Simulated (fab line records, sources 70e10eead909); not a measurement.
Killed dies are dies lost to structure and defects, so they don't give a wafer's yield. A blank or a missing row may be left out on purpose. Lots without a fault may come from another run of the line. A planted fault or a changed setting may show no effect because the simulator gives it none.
Which tool did it? | flow nand_harc | 13 lots, 39 wafers sampled, at 3 steps of a route of 1159

WHAT THE GAUGES READ, wafer by wafer
NHARC_A_ZERO_WELL_CD_MEAS_10: target cd 2000 nm.
lot  | measured     | on        | cd_nm (nm)
L309 | day 6 19:48  | cd_sem-01 | 1998.7 1998.9 1999.8
L310 | day 7 02:33  | cd_sem-03 | 2001.9 2001.3 1997.6
L311 | day 7 06:28  | cd_sem-03 | 2001.2 2003.0 2001.6
L312 | day 7 12:23  | cd_sem-01 | 1998.8 2000.7 1998.9
L313 | day 7 15:24  | cd_sem-01 | 1999.8 1999.5 2000.3
L318 | day 8 23:17  | cd_sem-02 | 1999.8 2001.3 2002.3
L321 | day 9 21:48  | cd_sem-02 | 1999.5 2000.9 1999.4
L325 | day 10 15:04 | cd_sem-01 | 2000.0 1999.6 1999.0
L324 | day 10 15:43 | cd_sem-02 | 2000.6 1999.8 1998.4
L326 | day 10 22:50 | cd_sem-03 | 2002.3 2001.5 2003.1
L329 | day 11 08:28 | cd_sem-01 | 2001.9 1999.9 2002.3
L328 | day 11 08:36 | cd_sem-01 | 2002.7 2001.3 2003.9
L331 | day 12 05:13 | cd_sem-03 | 2000.4 2003.0 1998.6

WHICH TOOL RAN EACH LOT (tool, then ch and the chambers of the sampled wafers, then the start)
lot  | NHARC_P_BONDPAD_DESCUM_11          | NHARC_P_BONDPAD_DEGAS_25
L309 | rie_diel-08 ch 0,1,3, day 6 16:02  | pvd_sputter-02, day 6 16:58
L310 | rie_diel-13 ch 1,2,3, day 6 22:48  | pvd_sputter-03, day 6 23:44
L311 | rie_diel-08 ch 1,2,3, day 7 02:43  | pvd_sputter-03, day 7 03:40
L312 | rie_diel-08 ch 1,3, day 7 08:32    | pvd_sputter-02, day 7 09:28
L313 | rie_diel-08 ch 0,1,3, day 7 11:40  | pvd_sputter-03, day 7 12:36
L318 | rie_diel-13 ch 0,2,3, day 8 19:32  | pvd_sputter-01, day 8 20:28
L321 | rie_diel-08 ch 1,2,3, day 9 17:49  | pvd_sputter-02, day 9 18:53
L325 | rie_diel-08 ch 0,1, day 10 11:08   | pvd_sputter-03, day 10 12:06
L324 | rie_diel-08 ch 1,3, day 10 11:49   | pvd_sputter-01, day 10 12:46
L326 | rie_diel-08 ch 0,1, day 10 18:46   | pvd_sputter-02, day 10 19:44
L329 | rie_diel-08 ch 2,3, day 11 04:35   | pvd_sputter-03, day 11 05:32
L328 | rie_diel-13 ch 0,1,2, day 11 04:51 | pvd_sputter-02, day 11 05:47
L331 | rie_diel-13 ch 1,2,3, day 12 01:25 | pvd_sputter-02, day 12 02:23
- NHARC_P_BONDPAD_DESCUM_11: chemistry O2, time 3 s.
- NHARC_P_BONDPAD_DEGAS_25: time 60 s.

WHAT THE TOOLS THEMSELVES READ (means of the sampled wafers that have a number; where no wafer has one, the mark that the record gives instead)
NHARC_P_BONDPAD_DESCUM_11.
lot  | tool        | drypump_motor_current_A (A) | mfc_ar_sccm (sccm) | oes_product_au (a.u.) | rf_vpp_V (V) | showerhead_plenum_p_Torr (Torr) | throttle_valve_pct (%)
L309 | rie_diel-08 | 6.2                         | 0.0034             | 0.996                 | 57.2         | 1.89                            | 11.301
L310 | rie_diel-13 | 5.6                         | 0.0000             | 1.011                 | 56.6         | 1.85                            | 11.312
L311 | rie_diel-08 | 6.2                         | 0.0013             | 0.993                 | 58.0         | 1.88                            | 11.314
L312 | rie_diel-08 | 6.2                         | 0.0013             | 0.991                 | 57.8         | 1.84                            | 11.310
L313 | rie_diel-08 | 6.2                         | 0.0034             | 0.994                 | 57.8         | 1.89                            | 11.315
L318 | rie_diel-13 | 5.5                         | 0.0022             | 0.999                 | 57.9         | 1.85                            | 11.310
L321 | rie_diel-08 | 6.2                         | 0.0013             | 0.988                 | 57.2         | 1.87                            | 11.312
L325 | rie_diel-08 | 6.1                         | 0.0055             | 1.008                 | 57.6         | 1.93                            | 11.306
L324 | rie_diel-08 | 6.5                         | 0.0026             | 0.996                 | 57.4         | 1.84                            | 11.315
L326 | rie_diel-08 | 6.5                         | 0.0047             | 1.005                 | 58.1         | 1.89                            | 11.322
L329 | rie_diel-08 | 5.9                         | 0.0000             | 0.992                 | 57.5         | 1.87                            | 11.310
L328 | rie_diel-13 | 5.4                         | 0.0022             | 1.001                 | 57.9         | 1.90                            | 11.306
L331 | rie_diel-13 | 5.6                         | 0.0000             | 1.002                 | 57.5         | 1.83                            | 11.307

NHARC_P_BONDPAD_DEGAS_25.
lot  | tool           | heater_power_w (W)
L309 | pvd_sputter-02 | 447
L310 | pvd_sputter-03 | 464
L311 | pvd_sputter-03 | 453
L312 | pvd_sputter-02 | 535
L313 | pvd_sputter-03 | 464
L318 | pvd_sputter-01 | 457
L321 | pvd_sputter-02 | 481
L325 | pvd_sputter-03 | 425
L324 | pvd_sputter-01 | 444
L326 | pvd_sputter-02 | 503
L329 | pvd_sputter-03 | 439
L328 | pvd_sputter-02 | 502
L331 | pvd_sputter-02 | 504

THE ANSWER, worked out from the rows above alone
Rule: what is usual is taken from the lots themselves. Put in order of their means at a reading, lots are off if they are a third of the lots or fewer, leave a main group of 4 or more, and stand apart from it by a gap of 3 or more times the standard deviation of the main group's means; of several such gaps the widest counts. A main group whose means are all the same, to the digits that the tables above print for the reading, isn't used. A lot without any number at a reading at which 4 lots or more have one is off too. The other lots that the step has rows for count as sound. The gauges are gone through in route order, then the tools' own readings, and for those a lot's mean is taken as printed above. The first step at which some lot is off is used, and at that step the reading that is off furthest; a lot without a number counts as furthest.
No lot is off at any reading shown: from this, nothing can be told.

WHAT THE SIMULATOR HAD PUT IN
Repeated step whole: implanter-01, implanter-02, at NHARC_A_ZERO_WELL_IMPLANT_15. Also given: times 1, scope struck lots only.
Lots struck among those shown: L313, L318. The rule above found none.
